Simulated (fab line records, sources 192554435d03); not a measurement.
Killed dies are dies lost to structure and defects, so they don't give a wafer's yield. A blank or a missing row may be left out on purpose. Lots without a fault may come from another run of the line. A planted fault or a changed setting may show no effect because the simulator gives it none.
Chamber matching | flow n5_finfet | N5_BEOL_M10_DESCUM_33 on rie_diel-06: 4 sister chambers
The step chemistry O2, time 7.9 s. 4 wafers are shown with their chamber, then 12 later ones without.

WAFERS WITH THEIR CHAMBER
wafer  | chamber | drypump_motor_current_A (A)
L088.6 | 1       | 6.1
L089.1 | 0       | 5.7
L089.2 | 3       | 5.8
L089.3 | 2       | 6.1

WAFERS WITHOUT THEIR CHAMBER
wafer  | drypump_motor_current_A (A)
L089.4 | 6.1
L089.5 | 6.1
L089.6 | 6.1
L095.1 | 5.7
L095.2 | 6.1
L095.3 | 6.2
L095.4 | 5.8
L095.5 | 6.1
L095.6 | 5.7
L096.2 | 5.8
L096.3 | 6.0
L096.6 | 5.8

WHICH CHAMBER EACH WENT THROUGH
wafer  | from the rows above     | in truth
L089.4 | can't be placed: 1 or 2 | 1
L089.5 | can't be placed: 1 or 2 | 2
L089.6 | can't be placed: 1 or 2 | 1
L095.1 | 0                       | 0
L095.2 | can't be placed: 1 or 2 | 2
L095.3 | can't be placed: 1 or 2 | 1
L095.4 | 3                       | 3
L095.5 | can't be placed: 1 or 2 | 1
L095.6 | 0                       | 0
L096.2 | 3                       | 3
L096.3 | can't be placed: 1 or 2 | 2
L096.6 | 3                       | 3
Placed correctly: 5 of 12. Can't be placed from these rows: 7 (the true chamber is among the candidates in 7). Placed wrongly: 0.
How it was worked out, from the rows above alone: a wafer's distance from a chamber is the root of the sum, over the readings, of the square of ((its reading less the chamber's mean) divided by the reading's scatter). The wafer belongs to the nearest chamber; if the next one is less than 2 further off, it can't be placed. A chamber's mean is the mean of its shown wafers. The scatter: with one shown wafer a chamber, the root of the mean of the squares of how far each hidden wafer lies from its nearest shown one.
